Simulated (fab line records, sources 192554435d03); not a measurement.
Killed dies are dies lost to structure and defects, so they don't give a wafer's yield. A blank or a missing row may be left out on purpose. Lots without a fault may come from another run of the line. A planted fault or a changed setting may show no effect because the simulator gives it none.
fab line records | flow n5_finfet
record lots=24 wafers=72 last_day=19
route steps=1938 shown BEOL_M10@1529 BEOL_M11@1539 BEOL_M12@1613
lots that met no fault: from a run of the same line without faults
start_h: hours from the record's first day to the start of the lot's first wafer shown | wait_h: hours since the lot's step before | " the same as in the row above | L1.1+2: a row that stands for several wafers | - no value, or no start given | * or withheld: withheld | < > ~ a bound
route shown NAME@n: a module of which the file shows steps, and the number in the route of the first | usual: mean/standard deviation of fault-free wafers | same: alike in all rows | chamber/n: place in a boat | sites: the reading at each site | _std_site: their standard deviation | _edge_site: outer sites' mean less inner sites' | radius_mm: how far each site lies from the wafer's centre | mask NAME#n: copy n | behind: the tool/chamber that last shaped the wafer | hold: why the lot was held/for how many hours/how that ended | device: the transistor (n, p or np) that didn't switch | end of line: the same wafers' tests at the end of the route | a step without rows: its recipe alone | killed: dies lost to structure and defects at the first sort, not the wafer's yield | map: a wafer's dies, x killed, . not, _ none there
set.NAME: the setting as run; set.NAME@STEP: as run at that earlier step | model.NAME: the simulator's own value behind a step, which no gauge read
steps of the route over a sample of lots; a table a step, a row a wafer
services: from which hour (start_h, from the record's first day; less than 0 if before it) a tool's chamber was out of use, for how many hours, and why
## steps
# step N5_BEOL_M10_ANNEAL_51
# recipe temp_c=225 time_s=90 ambient=N2
# usual anneal_temp_c_max=225.98/0.24 wafer_temp_C_max=226.2/0.44
# columns lot.wafer tool chamber start_h wait_h anneal_temp_c_max wafer_temp_C_max
L074.2 rtp_anneal-02 0 239.13 0.1 225.76 226.7
L074.4 " 0 " " 225.74 227.2
L074.5 " 0 " " 226.12 226.5
L075.1 rtp_anneal-02 0 242.81 0.1 225.97 226.7
L075.3 " 0 " " 225.79 226.8
L075.5 " 0 " " 226.08 226.6
L076.1 rtp_anneal-02 0 249.32 0.1 226.00 226.4
L076.2 " 0 " " 226.23 226.4
L076.6 " 0 " " 226.04 227.0
L078.1 rtp_anneal-02 0 249.77 0.1 226.08 226.5
L078.2 " 0 " " 225.92 226.4
L078.6 " 0 " " 226.42 226.6
L077.2 rtp_anneal-02 0 254.07 0.1 226.13 226.4
L077.3 " 0 " " 225.90 226.8
L077.4 " 0 " " 225.99 225.9
L081.2 rtp_anneal-01 0 260.79 0.3 226.58 225.9
L081.3 " 0 " " 226.18 225.8
L081.5 " 0 " " 226.34 225.7
L080.1 rtp_anneal-01 0 267.28 0.2 226.26 225.9
L080.2 " 0 " " 225.92 226.2
L080.6 " 0 " " 225.85 225.8
L079.3 rtp_anneal-02 0 267.69 0.1 225.67 226.4
L079.4 " 0 " " 225.91 226.3
L079.6 " 0 " " 225.79 226.3
L083.1 rtp_anneal-01 0 268.58 0.3 225.60 225.3
L083.2 " 0 " " 225.77 225.7
L083.3 " 0 " " 225.60 225.6
L082.2 rtp_anneal-01 0 273.23 0.3 226.65 225.7
L082.5 " 0 " " 226.03 225.6
L082.6 " 0 " " 225.84 225.7
L084.1 rtp_anneal-02 0 289.54 0.1 225.91 226.5
L084.3 " 0 " " 225.89 226.9
L084.6 " 0 " " 226.07 226.5
L085.1 rtp_anneal-02 0 293.23 1.9 225.78 226.4
L085.2 " 0 " " 225.82 226.0
L085.6 " 0 " " 225.94 226.5
L086.4 rtp_anneal-02 0 305.68 0.2 225.85 227.1
L086.5 " 0 " " 226.29 226.3
L086.6 " 0 " " 225.63 226.3
L088.2 rtp_anneal-02 0 307.61 0.1 225.91 226.3
L088.3 " 0 " " 225.92 226.1
L088.6 " 0 " " 225.67 226.8
L089.3 rtp_anneal-01 0 325.88 0.1 226.10 225.9
L089.4 " 0 " " 226.23 226.1
L089.6 " 0 " " 226.17 225.7
L087.1 rtp_anneal-01 0 327.69 0.1 225.86 225.4
L087.3 " 0 " " 226.02 226.1
L087.5 " 0 " " 226.21 226.3
L092.1 rtp_anneal-01 0 328.35 0.6 226.27 226.0
L092.4 " 0 " " 226.04 225.8
L092.5 " 0 " " 226.10 225.9
L091.1 rtp_anneal-01 0 334.24 0.1 226.01 225.7
L091.3 " 0 " " 226.14 225.8
L091.4 " 0 " " 226.17 225.6
L090.1 rtp_anneal-01 0 334.51 0.3 226.09 225.8
L090.4 " 0 " " 225.76 225.9
L090.6 " 0 " " 226.13 226.1
L094.2 rtp_anneal-01 0 334.82 0.4 225.85 225.8
L094.5 " 0 " " 226.26 225.7
L094.6 " 0 " " 226.01 225.7
L093.1 rtp_anneal-02 0 338.31 0.1 225.85 227.3
L093.4 " 0 " " 225.88 226.1
L093.5 " 0 " " 226.15 226.4
L095.1 rtp_anneal-02 0 368.20 0.2 225.75 226.4
L095.3 " 0 " " 225.42 226.1
L095.4 " 0 " " 225.88 226.9
L097.1 rtp_anneal-02 0 375.80 0.3 225.96 226.0
L097.2 " 0 " " 225.56 226.0
L097.5 " 0 " " 225.64 226.2
L096.4 rtp_anneal-02 0 395.95 0.2 226.18 226.8
L096.5 " 0 " " 225.77 226.7
L096.6 " 0 " " 226.50 227.4
# step N5_BEOL_M11_PECVD_70
# recipe material=SiO2 target_thk_a=200 temp_c=400 precursor=TEOS/O2 pressure_torr=5.5 rf_w=450 teos_flow_sccm=53.8 gas=O2 flow_sccm=3000 time_s=22.7
# usual chamber_pressure_Torr=5.499/0.012 heater_power_w=723/89 showerhead_plenum_p_Torr=8.81/0.058 throttle_valve_pct=22.4/1.3
# columns lot.wafer tool chamber start_h wait_h chamber_pressure_Torr heater_power_w showerhead_plenum_p_Torr throttle_valve_pct
L074.2 pecvd-04 0 240.99 0.0 5.509 623 8.89 23.5
L074.4 " 2 " " 5.498 776 8.76 22.1
L074.5 " 0 " " 5.522 626 8.91 23.6
L075.1 pecvd-01 2 244.57 0.0 5.508 969 8.72 20.4
L075.3 " 0 " " 5.499 616 8.72 22.6
L075.5 " 2 " " 5.515 953 8.74 20.2
L076.1 pecvd-01 1 250.74 0.0 5.516 823 8.83 21.8
L076.2 " 2 " " 5.502 909 8.74 20.2
L076.6 " 0 " " 5.470 654 8.71 22.5
L078.1 pecvd-02 0 251.21 0.0 5.503 599 8.86 21.8
L078.2 " 2 " " 5.508 753 8.85 20.4
L078.6 " 2 " " 5.497 759 8.85 20.2
L077.2 pecvd-01 2 255.93 0.0 5.507 854 8.75 20.5
L077.3 " 0 " " 5.501 685 8.71 22.6
L077.4 " 2 " " 5.500 868 8.74 20.4
L081.2 pecvd-04 0 262.18 0.0 5.501 672 8.89 23.3
L081.3 " 2 " " 5.494 775 8.78 22.3
L081.5 " 0 " " 5.492 649 8.88 23.5
L079.3 pecvd-02 0 269.01 0.0 5.490 701 8.85 22.2
L079.4 " 1 " " 5.481 629 8.72 22.1
L079.6 " 2 " " 5.517 772 8.84 20.8
L080.1 pecvd-04 1 269.18 0.0 5.486 705 8.84 24.9
L080.2 " 0 " " 5.503 741 8.86 23.4
L080.6 " 2 " " 5.519 719 8.79 21.9
L083.1 pecvd-04 1 270.01 0.0 5.486 752 8.85 24.8
L083.2 " 2 " " 5.496 799 8.78 22.4
L083.3 " 0 " " 5.504 651 8.88 23.1
L082.2 pecvd-04 0 274.60 0.0 5.512 613 8.90 23.3
L082.5 " 0 " " 5.518 625 8.87 23.4
L082.6 " 1 " " 5.496 740 8.86 24.8
L084.1 pecvd-04 0 290.99 0.0 5.497 623 8.88 23.4
L084.3 " 2 " " 5.514 778 8.82 22.1
L084.6 " 1 " " 5.515 741 8.83 25.0
L085.1 pecvd-02 0 294.65 0.0 5.500 746 8.84 21.7
L085.2 " 2 " " 5.490 752 8.85 20.5
L085.6 " 1 " " 5.491 543 8.75 22.3
L086.4 pecvd-01 1 306.98 0.1 5.481 740 8.86 21.7
L086.5 " 2 " " 5.499 943 8.75 20.4
L086.6 " 0 " " 5.503 590 8.73 22.8
L088.2 pecvd-01 1 308.98 0.0 5.493 819 8.83 21.8
L088.3 " 0 " " 5.507 653 8.73 22.7
L088.6 " 0 " " 5.511 654 8.73 23.0
L089.3 pecvd-02 1 327.23 0.0 5.498 617 8.75 22.4
L089.4 " 2 " " 5.514 802 8.83 20.6
L089.6 " 0 " " 5.494 623 8.85 22.0
L087.1 pecvd-02 2 329.58 0.0 5.503 764 8.86 20.7
L087.3 " 1 " " 5.480 537 8.73 22.2
L087.5 " 2 " " 5.480 752 8.86 20.8
L092.1 pecvd-04 2 329.76 0.0 5.505 750 8.77 22.6
L092.4 " 2 " " 5.501 743 8.78 22.3
L092.5 " 1 " " 5.504 728 8.85 25.2
L090.1 pecvd-01 2 335.92 0.0 5.525 870 8.75 20.2
L090.4 " 2 " " 5.506 844 8.74 20.2
L090.6 " 0 " " 5.479 671 8.71 22.7
L091.1 pecvd-02 2 336.13 0.0 5.498 699 8.84 20.9
L091.3 " 2 " " 5.475 713 8.85 20.7
L091.4 " 0 " " 5.500 715 8.86 21.9
L094.2 pecvd-04 2 336.72 0.0 5.482 690 8.79 22.3
L094.5 " 1 " " 5.499 741 8.85 25.0
L094.6 " 0 " " 5.498 699 8.87 23.3
L093.1 pecvd-01 0 340.62 0.0 5.506 638 8.70 22.8
L093.4 " 2 " " 5.508 813 8.74 20.4
L093.5 " 0 " " 5.498 639 8.71 22.8
L095.1 pecvd-04 2 369.62 0.0 5.491 694 8.79 22.6
L095.3 " 1 " " 5.500 736 8.85 25.0
L095.4 " 2 " " 5.500 695 8.80 22.5
L097.1 pecvd-01 0 377.21 0.0 5.502 619 8.72 23.0
L097.2 " 1 " " 5.461 780 8.85 21.9
L097.5 " 1 " " 5.493 808 8.83 21.8
L096.4 pecvd-04 1 397.25 0.1 5.507 773 8.85 24.8
L096.5 " 0 " " 5.496 634 8.89 23.4
L096.6 " 2 " " 5.488 754 8.79 22.6
# step N5_BEOL_M11_ETCH_62
# recipe chemistry=N2/H2 target=SOC target_depth_a=1100 overetch_a=220 mask_material=SiARC temp_c=40 time_s=165 ion_energy_ev=200 pressure_mtorr=30 source_w=840 bias_w=150 n2_flow_sccm=200 h2_flow_sccm=200
# usual drypump_motor_current_A=5.7/0.46 h2_flow_sccm=200.0/0.57 oes_product_au=0.69/0.08 rf_vpp_V=524.8/2.4 showerhead_plenum_p_Torr=2.58/0.08 throttle_valve_pct=17.86/0.3
# columns lot.wafer tool chamber start_h wait_h drypump_motor_current_A h2_flow_sccm oes_product_au rf_hours_counter_h rf_vpp_V showerhead_plenum_p_Torr throttle_valve_pct
L074.2 rie_diel-05 1 242.42 0.0 5.5 199.7 0.58 230 523.1 2.53 18.07
L074.4 " 1 " " 5.5 200.4 0.59 - 522.2 2.53 18.06
L074.5 " 2 " " 5.8 199.9 0.76 - 521.3 2.49 17.53
L075.1 rie_diel-05 2 246.84 0.0 5.8 199.4 0.76 40 522.2 2.49 17.52
L075.3 " 0 " " 6.5 199.7 0.60 212 527.4 2.61 18.16
L075.5 " 2 " " 5.8 200.0 0.76 - 523.8 2.49 17.53
L076.1 rie_diel-02 0 253.18 0.0 6.0 199.7 0.62 210 523.3 2.51 18.05
L076.2 " 1 " " 5.8 200.0 0.60 202 527.2 2.65 18.29
L076.6 " 1 " " 5.9 200.5 0.61 - 525.3 2.65 18.30
L078.1 rie_diel-05 1 253.40 0.0 5.5 199.8 0.58 234 522.0 2.53 18.07
L078.2 " 0 " " 6.5 199.4 0.59 214 525.3 2.61 18.16
L078.6 " 0 " " 6.5 200.0 0.60 - 526.0 2.61 18.17
L077.2 rie_diel-05 3 257.23 0.0 5.2 199.2 0.82 3 523.9 2.52 17.99
L077.3 " 0 " " 6.5 199.8 0.60 215 527.1 2.61 18.15
L077.4 " 2 " " 5.8 199.4 0.75 42 521.7 2.49 17.54
L081.2 rie_diel-02 2 263.83 0.0 5.7 200.8 0.80 7 521.8 2.50 17.80
L081.3 " 0 " " 6.1 200.2 0.62 213 524.1 2.51 18.05
L081.5 " 3 " " 5.4 199.3 0.72 - 528.3 2.71 17.77
L079.3 rie_diel-05 3 269.75 0.0 5.3 200.0 0.80 6 522.8 2.52 17.99
L079.4 " 1 " " 5.5 199.6 0.58 238 523.1 2.53 18.09
L079.6 " 2 " " 5.8 200.3 0.75 - 522.6 2.48 17.53
L080.1 rie_diel-04 1 272.03 0.0 6.2 200.4 0.86 1 528.8 2.72 17.86
L080.2 " 2 " " 4.9 199.2 0.67 115 524.6 2.56 17.75
L080.6 " 1 " " 6.2 200.6 0.86 - 529.2 2.72 17.85
L083.1 rie_diel-02 1 272.26 0.0 5.9 200.7 0.59 209 526.6 2.64 18.31
L083.2 " 3 " " 5.4 199.4 0.72 62 526.8 2.71 17.79
L083.3 " 2 " " 5.7 200.9 0.79 8 522.6 2.50 17.79
L082.2 rie_diel-04 1 275.67 0.0 6.2 200.5 0.85 2 527.7 2.72 17.84
L082.5 " 1 " " 6.2 200.7 0.84 - 528.6 2.72 17.86
L082.6 " 2 " " 4.9 199.4 0.66 - 524.3 2.56 17.76
L084.1 rie_diel-04 3 295.22 0.0 5.0 200.5 0.71 64 525.1 2.57 17.41
L084.3 " 1 " " 6.2 199.6 0.82 9 527.3 2.72 17.85
L084.6 " 1 " " 6.2 200.5 0.82 - 529.5 2.72 17.86
L085.1 rie_diel-05 2 295.76 0.0 5.8 199.8 0.73 54 520.9 2.48 17.55
L085.2 " 1 " " 5.6 199.9 0.58 247 522.0 2.52 18.10
L085.6 " 2 " " 5.8 199.6 0.74 - 522.2 2.48 17.57
L086.4 rie_diel-02 1 309.85 0.0 5.9 198.6 0.59 220 525.1 2.64 18.33
L086.5 " 3 " " 5.4 201.2 0.70 - 528.1 2.70 17.81
L086.6 " 0 " " 6.0 200.2 0.60 - 522.2 2.51 18.08
L088.2 rie_diel-05 3 310.62 0.0 5.3 199.4 0.77 18 523.6 2.51 18.02
L088.3 " 0 " " 6.5 199.9 0.59 232 526.4 2.60 18.18
L088.6 " 2 " " 5.8 199.7 0.73 - 521.9 2.48 17.57
L089.3 rie_diel-04 1 328.37 0.0 6.2 200.5 0.79 20 527.3 2.71 17.87
L089.4 " 0 " " 5.2 200.0 0.73 52 528.7 2.66 17.20
L089.6 " 0 " " 5.3 200.1 0.74 - 527.6 2.66 17.20
L087.1 rie_diel-05 3 331.48 0.0 5.3 199.9 0.75 25 523.8 2.51 18.02
L087.3 " 2 " " 5.8 200.4 0.73 65 520.3 2.48 17.57
L087.5 " 0 " " 6.4 200.5 0.59 - 525.7 2.60 18.20
L092.1 rie_diel-04 0 331.79 0.0 5.3 200.3 0.73 53 529.7 2.66 17.22
L092.4 " 3 " " 5.0 199.9 0.70 76 524.3 2.57 17.44
L092.5 " 2 " " 4.9 201.2 0.65 - 524.3 2.56 17.78
L090.1 rie_diel-05 2 337.26 0.0 5.8 199.7 0.72 68 523.3 2.47 17.58
L090.4 " 1 " " 5.5 200.0 0.83 1 522.8 2.52 17.75
L090.6 " 3 " " 5.3 200.8 0.75 - 522.3 2.51 18.04
L091.1 rie_diel-02 3 337.42 0.0 5.4 199.2 0.69 80 528.0 2.70 17.82
L091.3 " 1 " " 5.8 200.0 0.59 227 526.2 2.64 18.34
L091.4 " 2 " " 5.7 199.8 0.76 26 522.6 2.49 17.84
L094.2 rie_diel-04 1 338.08 0.0 6.2 200.2 0.80 23 526.3 2.71 17.88
L094.5 " 1 " " 6.2 201.1 0.79 - 527.6 2.71 17.87
L094.6 " 0 " " 5.3 200.2 0.72 - 527.0 2.66 17.20
L093.1 rie_diel-02 0 343.88 0.0 6.0 199.0 0.60 237 521.6 2.50 18.10
L093.4 " 1 " " 5.9 200.2 0.59 229 525.7 2.64 18.35
L093.5 " 0 " " 6.0 199.8 0.60 - 522.5 2.50 18.09
L095.1 rie_diel-02 2 373.17 0.0 5.7 200.3 0.74 37 521.3 2.49 17.87
L095.3 " 0 " " 6.0 200.6 0.59 245 522.1 2.50 18.11
L095.4 " 3 " " 5.4 200.4 0.69 91 528.1 2.69 17.86
L097.1 rie_diel-04 0 380.28 0.0 5.3 200.0 0.71 68 527.2 2.66 17.22
L097.2 " 2 " " 4.9 200.3 0.64 149 523.2 2.55 17.81
L097.5 " 3 " " 5.0 200.7 0.68 - 525.1 2.56 17.47
L096.4 rie_diel-02 1 398.41 0.1 5.8 199.3 0.59 - 524.7 2.63 18.37
L096.5 " 3 " " 5.3 199.5 0.68 - 528.2 2.69 17.89
L096.6 " 2 " " 5.7 199.1 0.73 - 522.6 2.48 17.87
# step N5_BEOL_M11_CD_MEAS_18
# recipe pitch_nm=140 target_cd_nm=70
# usual cd_nm=69.9/0.78
# columns lot.wafer tool chamber start_h wait_h cd_nm
L074.2 cd_sem-02 - 242.79 0.1 71.0
L074.4 " - " " 70.1
L074.5 " - " " 70.2
L075.1 cd_sem-02 - 247.33 0.0 70.9
L075.3 " - " " 71.2
L075.5 " - " " 68.6
L076.1 cd_sem-03 - 253.64 0.0 69.2
L076.2 " - " " 70.6
L076.6 " - " " 71.8
L078.1 cd_sem-02 - 253.77 0.0 70.9
L078.2 " - " " 70.2
L078.6 " - " " 71.3
L077.2 cd_sem-03 - 257.64 0.1 70.4
L077.3 " - " " 70.2
L077.4 " - " " 69.5
L081.2 cd_sem-01 - 264.29 0.1 69.2
L081.3 " - " " 69.8
L081.5 " - " " 69.5
L079.3 cd_sem-01 - 270.14 0.1 69.5
L079.4 " - " " 69.1
L079.6 " - " " 70.1
L080.1 cd_sem-02 - 272.50 0.0 70.1
L080.2 " - " " 69.6
L080.6 " - " " 68.6
L083.1 cd_sem-01 - 272.63 0.0 70.2
L083.2 " - " " 69.4
L083.3 " - " " 70.2
L082.2 cd_sem-01 - 276.17 0.1 69.3
L082.5 " - " " 68.9
L082.6 " - " " 69.6
L084.1 cd_sem-02 - 295.59 0.0 70.2
L084.3 " - " " 70.8
L084.6 " - " " 69.3
L085.1 cd_sem-03 - 296.22 0.1 69.1
L085.2 " - " " 69.4
L085.6 " - " " 70.1
L086.4 cd_sem-02 - 310.24 0.1 70.4
L086.5 " - " " 70.7
L086.6 " - " " 71.0
L088.2 cd_sem-01 - 311.01 0.1 70.1
L088.3 " - " " 72.2
L088.6 " - " " 70.0
L089.3 cd_sem-01 - 328.75 0.1 69.6
L089.4 " - " " 69.3
L089.6 " - " " 69.4
L087.1 cd_sem-03 - 332.03 0.0 70.5
L087.3 " - " " 68.5
L087.5 " - " " 69.8
L092.1 cd_sem-03 - 332.23 0.0 68.4
L092.4 " - " " 69.0
L092.5 " - " " 68.9
L090.1 cd_sem-02 - 337.63 0.0 70.2
L090.4 " - " " 69.0
L090.6 " - " " 70.0
L091.1 cd_sem-03 - 337.79 0.0 68.8
L091.3 " - " " 69.9
L091.4 " - " " 70.6
L094.2 cd_sem-03 - 338.52 0.1 70.8
L094.5 " - " " 70.7
L094.6 " - " " 70.6
L093.1 cd_sem-02 - 344.29 0.1 69.8
L093.4 " - " " 69.2
L093.5 " - " " 68.9
L095.1 cd_sem-02 - 373.55 0.0 71.3
L095.3 " - " " 69.8
L095.4 " - " " 69.9
L097.1 cd_sem-01 - 380.66 0.0 68.9
L097.2 " - " " 69.5
L097.5 " - " " 69.7
L096.4 cd_sem-03 - 398.81 0.0 70.1
L096.5 " - " " 68.5
L096.6 " - " " 68.7
# step N5_BEOL_M11_ALD_74
# recipe material=TaN target_thk_a=20 temp_c=275 ald_precursor_family=PDMAT ald_co_reactant=NH3 pressure_torr=3 carrier_flow_sccm=1500 pulse_time_s=2 purge_time_s=3 co_reactant_purge_time_s=2 co_reactant_pulse_time_s=3 ald_cycles=40 precursor_vessel_temp_c=75 precursor_vessel_pressure_torr=26.25 precursor_vessel_carrier_sccm=1000
# usual chamber_pressure_Torr=3.000/0.0069 heater_power_w=445/54 precursor_vessel_temp_c=75.01/0.12
# same ald_cycles=40 pulse_time_s=2
# columns lot.wafer tool chamber start_h wait_h chamber_pressure_Torr heater_power_w precursor_vessel_temp_c
L074.2 ald_metal-04 1 244.89 0.1 2.985 443 74.92
L074.4 " 2 " " 3.003 474 74.94
L074.5 " 2 " " 3.001 459 74.87
L075.1 ald_metal-02 0 249.58 0.0 3.004 498 75.05
L075.3 " 1 " " 2.998 546 75.11
L075.5 " 0 " " 3.008 503 75.03
L076.1 ald_metal-02 2 256.84 0.0 3.011 406 74.99
L076.2 " 0 " " 3.011 499 74.96
L076.6 " 1 " " 3.000 541 74.81
L078.1 ald_metal-02 3 258.12 0.0 3.011 380 75.06
L078.2 " 1 " " 2.992 548 74.91
L078.6 " 2 " " 3.004 415 74.81
L077.2 ald_metal-01 3 259.56 0.1 2.993 400 75.10
L077.3 " 1 " " 2.988 442 74.80
L077.4 " 2 " " 3.006 447 75.05
L081.2 ald_metal-02 0 266.43 0.0 2.986 496 74.84
L081.3 " 3 " " 2.994 386 74.90
L081.5 " 3 " " 2.994 378 74.92
L079.3 ald_metal-01 2 271.97 0.0 3.012 448 75.28
L079.4 " 3 " " 2.998 401 75.04
L079.6 " 3 " " 3.000 393 75.16
L080.1 ald_metal-01 3 274.45 0.1 2.993 403 75.13
L080.2 " 1 " " 3.000 436 75.02
L080.6 " 1 " " 2.995 437 75.13
L083.1 ald_metal-04 1 274.96 0.1 2.987 439 75.08
L083.2 " 3 " " 3.004 428 75.02
L083.3 " 2 " " 2.997 460 74.88
L082.2 ald_metal-01 1 281.19 0.0 2.998 430 74.74
L082.5 " 0 " " 3.001 405 74.86
L082.6 " 3 " " 3.013 410 75.01
L084.1 ald_metal-04 3 297.29 0.0 3.002 424 75.03
L084.3 " 0 " " 3.004 379 75.31
L084.6 " 2 " " 3.005 466 75.08
L085.1 ald_metal-02 1 299.64 0.0 3.001 531 74.96
L085.2 " 0 " " 2.989 503 74.81
L085.6 " 1 " " 2.995 543 75.08
L088.2 ald_metal-04 3 314.33 0.0 2.996 425 75.06
L088.3 " 2 " " 2.992 468 75.05
L088.6 " 0 " " 3.008 387 75.02
L086.4 ald_metal-02 0 315.10 0.0 3.005 509 75.00
L086.5 " 3 " " 3.009 386 75.03
L086.6 " 2 " " 3.014 398 75.18
L089.3 ald_metal-02 1 331.94 0.1 3.001 539 75.24
L089.4 " 3 " " 2.999 382 75.21
L089.6 " 1 " " 3.002 549 75.22
L087.1 ald_metal-02 2 333.85 0.0 3.021 416 74.97
L087.3 " 1 " " 2.990 551 74.89
L087.5 " 0 " " 3.009 495 75.08
L092.1 ald_metal-02 1 336.31 0.0 3.006 540 74.87
L092.4 " 3 " " 2.992 386 75.11
L092.5 " 1 " " 3.004 569 75.05
L090.1 ald_metal-02 1 340.11 0.1 2.989 553 74.81
L090.4 " 0 " " 2.995 511 75.11
L090.6 " 0 " " 2.999 495 75.02
L091.1 ald_metal-04 1 340.17 0.0 3.001 440 74.93
L091.3 " 0 " " 3.005 386 74.94
L091.4 " 3 " " 2.999 432 75.10
L094.2 ald_metal-02 3 341.38 0.2 2.997 389 75.01
L094.5 " 1 " " 2.997 545 75.08
L094.6 " 2 " " 2.996 404 74.92
L093.1 ald_metal-04 2 348.22 0.1 2.995 464 74.85
L093.4 " 1 " " 3.007 444 74.99
L093.5 " 3 " " 2.991 425 75.12
L095.1 ald_metal-04 3 376.55 0.1 3.001 422 74.92
L095.3 " 2 " " 3.012 475 75.15
L095.4 " 3 " " 2.999 425 74.98
L097.1 ald_metal-01 0 383.90 0.1 2.994 390 74.92
L097.2 " 3 " " 3.004 398 75.03
L097.5 " 3 " " 3.001 395 74.99
L096.4 ald_metal-02 1 404.93 0.1 3.005 545 74.89
L096.5 " 1 " " 2.999 529 74.95
L096.6 " 0 " " 3.000 497 75.24
# step N5_BEOL_M12_OVL_MEAS_11
# recipe points_per_wafer=44
# usual V11_OVL=-3/5.1
# columns lot.wafer tool chamber start_h wait_h V11_OVL[nm]
L074.2 overlay-01 0 247.33 0.0 -4
L074.4 " 0 " " -10
L074.5 " 0 " " -3
L075.1 overlay-01 0 251.54 0.0 1
L075.3 " 0 " " -1
L075.5 " 0 " " -3
L076.1 overlay-01 0 259.21 0.0 -12
L076.2 " 0 " " -9
L076.6 " 0 " " -5
L078.1 overlay-01 0 260.82 0.0 2
L078.2 " 0 " " 0
L078.6 " 0 " " -4
L077.2 overlay-01 0 261.52 0.0 -10
L077.3 " 0 " " -10
L077.4 " 0 " " 0
L081.2 overlay-01 0 268.94 0.0 -13
L081.3 " 0 " " -11
L081.5 " 0 " " -14
L079.3 overlay-02 0 274.30 0.0 -2
L079.4 " 0 " " 5
L079.6 " 0 " " 4
L080.1 overlay-01 0 276.95 0.0 8
L080.2 " 0 " " 1
L080.6 " 0 " " 5
L083.1 overlay-01 0 277.11 0.0 4
L083.2 " 0 " " 3
L083.3 " 0 " " 3
L082.2 overlay-01 0 283.60 0.0 2
L082.5 " 0 " " 5
L082.6 " 0 " " -3
L084.1 overlay-02 0 301.09 0.0 2
L084.3 " 0 " " -2
L084.6 " 0 " " -8
L085.1 overlay-01 0 301.88 0.0 -7
L085.2 " 0 " " -5
L085.6 " 0 " " -12
L088.2 overlay-02 0 316.69 0.0 -4
L088.3 " 0 " " -3
L088.6 " 0 " " -5
L086.4 overlay-02 0 317.44 0.0 1
L086.5 " 0 " " -6
L086.6 " 0 " " -5
L089.3 overlay-01 0 334.87 0.0 -3
L089.4 " 0 " " 5
L089.6 " 0 " " 3
L087.1 overlay-02 0 337.46 0.0 -3
L087.3 " 0 " " -2
L087.5 " 0 " " -2
L092.1 overlay-01 0 338.64 0.0 -12
L092.4 " 0 " " -6
L092.5 " 0 " " -10
L090.1 overlay-02 0 342.29 0.0 -2
L090.4 " 0 " " 0
L090.6 " 0 " " -1
L091.1 overlay-02 0 342.53 0.0 1
L091.3 " 0 " " -3
L091.4 " 0 " " 0
L094.2 overlay-02 0 344.60 0.0 -6
L094.5 " 0 " " -1
L094.6 " 0 " " -4
L093.1 overlay-01 0 350.65 0.0 -5
L093.4 " 0 " " -10
L093.5 " 0 " " -8
L095.1 overlay-02 0 379.95 0.0 -4
L095.3 " 0 " " -4
L095.4 " 0 " " -2
L097.1 overlay-01 0 387.41 0.0 0
L097.2 " 0 " " -3
L097.5 " 0 " " 0
L096.4 overlay-01 0 407.05 0.0 -4
L096.5 " 0 " " -3
L096.6 " 0 " " 1
## services
# columns tool chamber start_h hours kind
rtp_anneal-02 - 220.97 2.9 pm
rie_diel-05 3 222.62 - clean
pecvd-04 1 225.77 26.1 repair
rie_diel-05 - 229.87 0.2 repair
ald_metal-01 - 245.27 1.1 repair
pecvd-02 - 256.38 0.4 repair
pecvd-01 - 262.33 14.6 pm
rie_diel-02 2 266.68 5.1 repair
rtp_anneal-01 - 290.55 5.1 pm
pecvd-04 1 296.97 5.5 scheduled_down
pecvd-02 2 316.73 9.6 repair
rie_diel-05 - 319.34 2.8 pm
rie_diel-04 0 324.21 1.2 repair
ald_metal-01 2 325.11 29.9 repair
pecvd-04 2 326.42 2.1 scheduled_down
rie_diel-02 - 330.92 3.4 repair
ald_metal-04 - 338.55 1.0 repair
ald_metal-01 - 339.55 6.0 pm
pecvd-02 2 347.48 3.2 repair
ald_metal-01 - 350.12 1.0 repair
ald_metal-04 1 359.88 18.0 repair
pecvd-02 2 381.79 16.6 repair
pecvd-02 1 391.10 3.5 repair
pecvd-04 0 400.98 2.1 scheduled_down
## key
fault none
